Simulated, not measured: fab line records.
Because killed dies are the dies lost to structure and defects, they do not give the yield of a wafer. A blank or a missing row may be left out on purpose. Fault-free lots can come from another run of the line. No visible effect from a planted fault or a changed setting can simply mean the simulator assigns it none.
Split-lot study	flow n5_finfet	21 wafers read from 7 lots, route of 1938 steps

THE SPLIT
At N5_WELL_APT_PEB_23 (peb time 90 s), the setting peb_time_s was moved away from the recipe's 90 s on 5 of the 21 wafers read, by -17.1% to +21.3%. This setting was run at the recipe's value on the other wafers.

FROM THE SPLIT TO THE READING: what the file shows between them, 2 steps
- N5_WELL_APT_DEVELOP_24: develop time 45 s
- N5_WELL_APT_HARDBAKE_29: time 120 s

THE READING
Shown in nm: cd_nm at N5_WELL_APT_CD_MEAS_25, with target cd 200 nm. Fault-free wafers of this fab line usually give 200.0 nm, standard deviation 2 nm.

wafer	tool, chamber at the split	peb_time_s as run, s	against the recipe	cd_nm, nm	against lot-mates on the recipe
L076.2	litho_track-05, 0	90	recipe	200.2	-
L076.4	litho_track-05, 0	90	recipe	200.0	-
L076.6	litho_track-05, 0	96.35	+7.1%	205.6	+5.5
L078.1	litho_track-01, 0	108.1	+20.1%	208.9	+7.6
L078.2	litho_track-01, 0	90	recipe	198.1	-
L078.6	litho_track-01, 0	90	recipe	204.6	-
L082.3	litho_track-02, 0	90	recipe	199.5	-
L082.4	litho_track-02, 0	74.63	-17.1%	191.8	-7.5
L082.5	litho_track-02, 0	90	recipe	199.1	-
L083.1	litho_track-01, 0	109.2	+21.3%	205.9	+8.5
L083.2	litho_track-01, 0	90	recipe	197.4	-
L083.5	litho_track-01, 0	109.2	+21.3%	207.8	+10.4
L089.2	litho_track-02, 0	90	recipe	199.4	-
L089.3	litho_track-02, 0	90	recipe	200.1	-
L089.4	litho_track-02, 0	90	recipe	198.9	-
L092.1	litho_track-01, 0	90	recipe	204.6	-
L092.2	litho_track-01, 0	90	recipe	199.2	-
L092.4	litho_track-01, 0	90	recipe	200.1	-
L096.1	litho_track-02, 0	90	recipe	200.2	-
L096.2	litho_track-02, 0	90	recipe	197.5	-
L096.3	litho_track-02, 0	90	recipe	198.9	-

THE FIT
A straight line over all 21 wafers: cd_nm changes by +0.398 nm for each +1% of peb_time_s; r = +0.87; the points scatter about the line by 2.1 nm.
The same after taking each lot's own level away (the mean of its wafers on the recipe; 21 wafers): +0.434 nm for each +1%; r = +0.92; scatter 1.6 nm.
The reading moves by 9.2 nm for the largest change in peb_time_s, on that fit.
The lots' own levels span 197.40 to 201.35 nm, that is 2.0 times the standard deviation above.
Hence the lot-to-lot level has little effect on the slope; both slopes agree.
Check: +9.64 nm against its lot-mates is what the line predicts for one of the wafers moved furthest among these (+21.3%) when that wafer is left out of the fit. It came out at +8.5 nm against them.

THESE WAFERS: OTHER SPLITS
Before the reading, these wafers also passed through other splits. Each is held against what the fit with the lots' levels taken away leaves over:
other split on the same wafers	wafers away from the commonest value	r with cd_nm (lot level and that fit taken away)
N5_WELL_APT_COAT_02 spin_rpm	5	-0.01
N5_WELL_APT_PEB_06 peb_time_s	8	-0.15

THE WHOLE CHAIN: every reading that the file lists as answering this split, in the file's order
step	what it does	reading	change (the file's fit)	r (the file's)
N5_WELL_APT_CD_MEAS_25	target cd 200 nm	cd_nm	+0.433 nm for each +1% of the setting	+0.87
N5_WELL_APT_DESCUM_30	chemistry O2, time 7.9 s	WELL_APT.cd_nm (the simulator's own value, which no gauge read)	+0.436 nm for each +1% of the setting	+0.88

THE FILE'S OWN FIT
cd_nm changes by +0.433 nm for each +1% of peb_time_s, r = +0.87.
